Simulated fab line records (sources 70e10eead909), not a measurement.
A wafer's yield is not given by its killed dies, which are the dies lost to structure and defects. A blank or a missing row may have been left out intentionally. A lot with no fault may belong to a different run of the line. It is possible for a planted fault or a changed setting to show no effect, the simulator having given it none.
The tool behind it: which one?	flow nandHarc	39 wafers from 14 lots sampled at 6 of the route's 1159 steps

WHAT EACH GAUGE READ, for each wafer
NHARC_P_BONDPAD_CD_MEAS_13.
lot	measured	on	cdNm (nm)
L651	day 6 12:38	cdSem-02	497.5 497.0 496.4
L655	day 7 09:13	cdSem-03	499.8 499.7 499.6
L654	day 7 13:43	cdSem-02	500.7 500.3 501.7
L657	day 7 14:43	cdSem-01	496.5 495.0 496.9
L658	day 8 02:16	cdSem-01	499.5 498.5 497.6
L660	day 8 11:58	cdSem-01	499.9 497.0 498.7
L659	day 8 17:15	cdSem-03	500.2 500.2 501.2
L661	day 9 02:38	cdSem-02	501.7 497.3 501.3
L664	day 9 15:37	cdSem-03	499.2 497.8
L662	day 9 16:08	cdSem-03	497.4 497.1
L663	day 9 17:10	cdSem-01	498.0 501.1 500.6
L670	day 10 20:47	cdSem-02	499.2 498.5 500.0
L669	day 10 21:00	cdSem-03	499.3 501.5
L673	day 11 14:58	cdSem-03	499.5 500.6 499.5

NHARC_A_ONON_D1_THK_MEAS_14: measures by ellipsometry.
lot	measured	on	thkNm (nm)
L651	day 7 23:37	filmMetro-02	1002 1001 1003
L655	day 8 16:24	filmMetro-02	987 988 988
L654	day 8 16:32	filmMetro-01	1012 1012 1014
L657	day 8 16:19	filmMetro-01	992 993 992
L658	day 9 07:21	filmMetro-02	1013 1012 1012
L660	day 9 16:49	filmMetro-01	1007 1006 1007
L659	day 9 21:40	filmMetro-01	993 994 993
L661	day 10 09:53	filmMetro-01	993 993 993
L664	day 10 21:37	filmMetro-01	996 632
L662	day 10 21:58	filmMetro-02	1007 640
L663	day 10 21:38	filmMetro-02	1012 1011 1011
L670	day 12 01:20	filmMetro-02	995 995 993
L669	day 12 01:28	filmMetro-01	990 626
L673	day 12 18:59	filmMetro-01	995 995 997

NHARC_END_SORT_01.
lot	measured	on	killedAtArray	killedAtOther	killedAtPeriphery	killedDies	killedOpen	killedShort
L664	day 22 13:58	prober-01	24 675	0 0	7 2	31 677	5 6	2 2
L662	day 22 20:52	prober-02	15 674	1 1	0 2	16 677	3 4	1 4
L669	day 24 03:47	prober-02	15 671	1 3	6 3	22 677	2 3	2 2

WHICH TOOL RAN EACH LOT (tool, then ch and the chambers of the sampled wafers, then the start)
lot	NHARC_P_BONDPAD_STRIP_15	NHARC_P_BONDPAD_PRE_CLEAN_26	NHARC_A_ONON_D1_DEP_12
L651	rieDiel-04 ch 0,1,2, day 6 12:43	pvdSputter-01, day 7 23:10 or earlier	pecvdOnon-04 ch 0, day 7 23:10
L655	rieDiel-04 ch 1,3, day 7 09:19	pvdSputter-03, day 8 16:00 or earlier	pecvdOnon-02 ch 0, day 8 16:00
L654	rieDiel-04 ch 0,1,3, day 7 13:49	pvdSputter-02, day 8 16:08 or earlier	pecvdOnon-04 ch 0, day 8 16:08
L657	rieDiel-04 ch 1,2,3, day 7 14:49	pvdSputter-02, day 8 15:48 or earlier	pecvdOnon-03 ch 0, day 8 15:48
L658	rieDiel-04 ch 0,1,2, day 8 02:20	pvdSputter-01, day 9 06:50 or earlier	pecvdOnon-03 ch 0, day 9 06:50
L660	rieDiel-04 ch 0,1,2, day 8 12:02	pvdSputter-03, day 9 16:22 or earlier	pecvdOnon-02 ch 0, day 9 16:22
L659	rieDiel-04 ch 0,2, day 8 17:19	pvdSputter-03, day 9 21:13 or earlier	pecvdOnon-03 ch 0, day 9 21:13
L661	rieDiel-04 ch 0,2,3, day 9 02:46	pvdSputter-02, day 10 09:22 or earlier	pecvdOnon-03 ch 0, day 10 09:22
L664	rieDiel-04 ch 0,3, day 9 15:43	pvdSputter-01, day 10 21:10 or earlier	pecvdOnon-03 ch 0, day 10 21:10
L662	rieDiel-04 ch 1,3, day 9 16:13	pvdSputter-02, day 10 21:27 or earlier	pecvdOnon-03 ch 0, day 10 21:27
L663	rieDiel-04 ch 1,2,3, day 9 17:16	pvdSputter-02, day 10 21:11 or earlier	pecvdOnon-02 ch 0, day 10 21:11
L670	rieDiel-04 ch 0,2,3, day 10 20:53	pvdSputter-01, day 12 00:52 or earlier	pecvdOnon-04 ch 0, day 12 00:52
L669	rieDiel-12 ch 0,2, day 10 21:05	pvdSputter-03, day 12 00:57 or earlier	pecvdOnon-03 ch 0, day 12 00:57
L673	rieDiel-04 ch 0,1,2, day 11 15:02	pvdSputter-02, day 12 18:28 or earlier	pecvdOnon-04 ch 0, day 12 18:28
- NHARC_P_BONDPAD_STRIP_15: strips in O2.
- NHARC_P_BONDPAD_PRE_CLEAN_26: time 30 s.
- NHARC_A_ONON_D1_DEP_12: target thk 1000 nm.

WHAT THE TOOLS THEMSELVES READ (means of the sampled wafers that have a number; where no wafer has one, the mark that the record gives instead)
NHARC_P_BONDPAD_STRIP_15.
lot	tool	drypumpMotorCurrentA (A)	oesProductAu (a.u.)	rfVppV (V)	showerheadPlenumPTorr (Torr)	throttleValvePct (%)
L651	rieDiel-04	5.3	0.998	58.0	3.68	17.035
L655	rieDiel-04	6.1	1.000	58.2	3.63	17.038
L654	rieDiel-04	5.7	1.003	58.0	3.69	17.036
L657	rieDiel-04	5.7	0.999	57.5	3.62	17.035
L658	rieDiel-04	5.3	0.988	58.2	3.68	17.036
L660	rieDiel-04	5.3	1.003	59.3	3.68	17.039
L659	rieDiel-04	5.3	0.992	57.9	3.60	17.038
L661	rieDiel-04	5.7	0.996	57.1	3.61	17.044
L664	rieDiel-04	6.0	0.995	57.6	3.65	17.041
L662	rieDiel-04	5.9	1.007	58.3	3.66	17.035
L663	rieDiel-04	5.7	1.003	58.6	3.62	17.028
L670	rieDiel-04	5.7	0.997	58.8	3.61	17.036
L669	rieDiel-12	5.2	1.001	58.0	3.55	17.038
L673	rieDiel-04	5.3	1.003	58.8	3.67	17.026

NHARC_P_BONDPAD_PRE_CLEAN_26.
lot	tool	heaterPowerW (W)
L651	pvdSputter-01	410
L655	pvdSputter-03	430
L654	pvdSputter-02	389
L657	pvdSputter-02	393
L658	pvdSputter-01	411
L660	pvdSputter-03	423
L659	pvdSputter-03	475
L661	pvdSputter-02	394
L664	pvdSputter-01	380
L662	pvdSputter-02	404
L663	pvdSputter-02	389
L670	pvdSputter-01	405
L669	pvdSputter-03	450
L673	pvdSputter-02	393

NHARC_A_ONON_D1_DEP_12.
lot	tool	n2FlowSccm (sccm)
L651	pecvdOnon-04	2756
L655	pecvdOnon-02	2732
L654	pecvdOnon-04	2763
L657	pecvdOnon-03	2740
L658	pecvdOnon-03	2759
L660	pecvdOnon-02	2747
L659	pecvdOnon-03	2751
L661	pecvdOnon-03	2760
L664	pecvdOnon-03	2747
L662	pecvdOnon-03	2760
L663	pecvdOnon-02	2760
L670	pecvdOnon-04	2750
L669	pecvdOnon-03	2746
L673	pecvdOnon-04	2754

THE ANSWER, worked out from the rows above alone
Rule: usual is defined by the lots themselves. Put in order of their means at a reading, lots are off if they are a third of the lots or fewer, leave a main group of 4 or more, and stand apart from it by a gap of 3 or more times the standard deviation of the main group's means; of several such gaps the widest counts. If all means in a main group match to the digits the tables above print for the reading, that group is not used. A lot without any number at a reading at which 4 lots or more have one is off too. Where the step has rows for the other lots, those lots are counted as sound. The gauges are gone through in route order, then the tools' own readings, and for those a lot's mean is taken as printed above. At the first step where some lot is off, the reading lying furthest off is the one used; lots without a number count as furthest.
Off at NHARC_A_ONON_D1_THK_MEAS_14 (thkNm): L664, L662, L669. Mean 1000 nm and standard deviation 8.8 in the main group.
A tool fits if, at a process step before that reading, it ran every lot that is off, and no sound lot after the first of them. Those tools and the gauges at NHARC_A_ONON_D1_THK_MEAS_14 are tried in the same way. NHARC_P_BONDPAD_PRE_CLEAN_26 gives no start for some lots, so the hours and the order of its lots are those of NHARC_A_ONON_D1_DEP_12. One fits: NHARC_A_ONON_D1_DEP_12 on pecvdOnon-03. Its last sound lot is L661 (day 10 09:22), its first lot that is off L664 (day 10 21:10): a fault that began between those two fits.

WHAT THE SIMULATOR HAD PUT IN
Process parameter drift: pecvdOnon-03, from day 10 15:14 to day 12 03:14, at NHARC_A_ONON_D1_DEP_12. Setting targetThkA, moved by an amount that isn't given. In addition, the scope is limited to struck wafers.
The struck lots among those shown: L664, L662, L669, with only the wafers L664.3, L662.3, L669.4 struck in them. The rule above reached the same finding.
